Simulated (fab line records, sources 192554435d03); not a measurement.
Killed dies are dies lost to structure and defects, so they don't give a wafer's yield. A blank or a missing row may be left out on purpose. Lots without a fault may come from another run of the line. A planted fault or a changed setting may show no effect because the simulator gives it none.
Which tool did it? | flow n5_finfet | 24 lots, 72 wafers sampled, at 1 step of a route of 1938

WHAT THE GAUGES READ, wafer by wafer
N5_BEOL_M1_INSPECT_30: inspects for defects (brightfield). Usual: raw_defect_count 396, standard deviation 110.
lot  | measured     | on                | raw_defect_count | flag
L074 | day 6 07:03  | defect_inspect-02 | 245 325 201      |
L075 | day 6 16:10  | defect_inspect-02 | 396 287 282      |
L076 | day 6 19:17  | defect_inspect-01 | 626 576 493      |
L077 | day 6 22:11  | defect_inspect-02 | 410 273 282      |
L078 | day 7 08:28  | defect_inspect-02 | 342 266 225      |
L079 | day 7 10:20  | defect_inspect-01 | 487 303 502      |
L080 | day 7 18:44  | defect_inspect-02 | 534 567 391      |
L081 | day 8 00:02  | defect_inspect-01 | 393 542 362      |
L082 | day 8 10:50  | defect_inspect-01 | 539 537 743      |
L083 | day 8 12:22  | defect_inspect-02 | 310 352 354      |
L084 | day 8 21:43  | defect_inspect-01 | 556 291 447      |
L085 | day 9 03:10  | defect_inspect-01 | 444 331 383      |
L086 | day 9 05:17  | defect_inspect-02 | 327 404 372      |
L087 | day 9 09:07  | defect_inspect-01 | 539 499 438      |
L088 | day 9 19:02  | defect_inspect-01 | 415 585 436      |
L089 | day 10 00:21 | defect_inspect-02 | 416 381 385      |
L090 | day 10 02:03 | defect_inspect-02 | 317 324 320      |
L091 | day 10 11:16 | defect_inspect-02 | 356 372 306      |
L092 | day 10 13:41 | defect_inspect-02 | 395 370 461      |
L093 | day 10 22:09 | defect_inspect-01 | 547 336 396      |
L094 | day 11 03:02 | defect_inspect-01 | 344 336 319      |
L095 | day 11 05:56 | defect_inspect-02 | 375 402 413      |
L096 | day 11 16:13 | defect_inspect-02 | 263 286 372      |
L097 | day 11 18:02 | defect_inspect-01 | 606 417 432      |

WHICH TOOL RAN EACH LOT (tool, then ch and the chambers of the sampled wafers, then the start)
The record holds no process step before these readings.

WHAT THE TOOLS THEMSELVES READ (means of the sampled wafers that have a number; where no wafer has one, the mark that the record gives instead)
The record holds no such reading with a usual standard deviation.

THE ANSWER, worked out from the rows above alone
Rule: a lot is off if the mean of its wafers that have a number lies more than 3 standard deviations from the usual mean. A lot without any number at a reading at which 4 lots or more have one is off too. The other lots that the step has rows for count as sound. The gauges are gone through in route order, then the tools' own readings, and for those a lot's mean is taken as printed above. The first step at which some lot is off is used, and at that step the reading that is off furthest; a lot without a number counts as furthest.
No lot is off at any reading shown: from this, nothing can be told.

WHAT THE SIMULATOR HAD PUT IN
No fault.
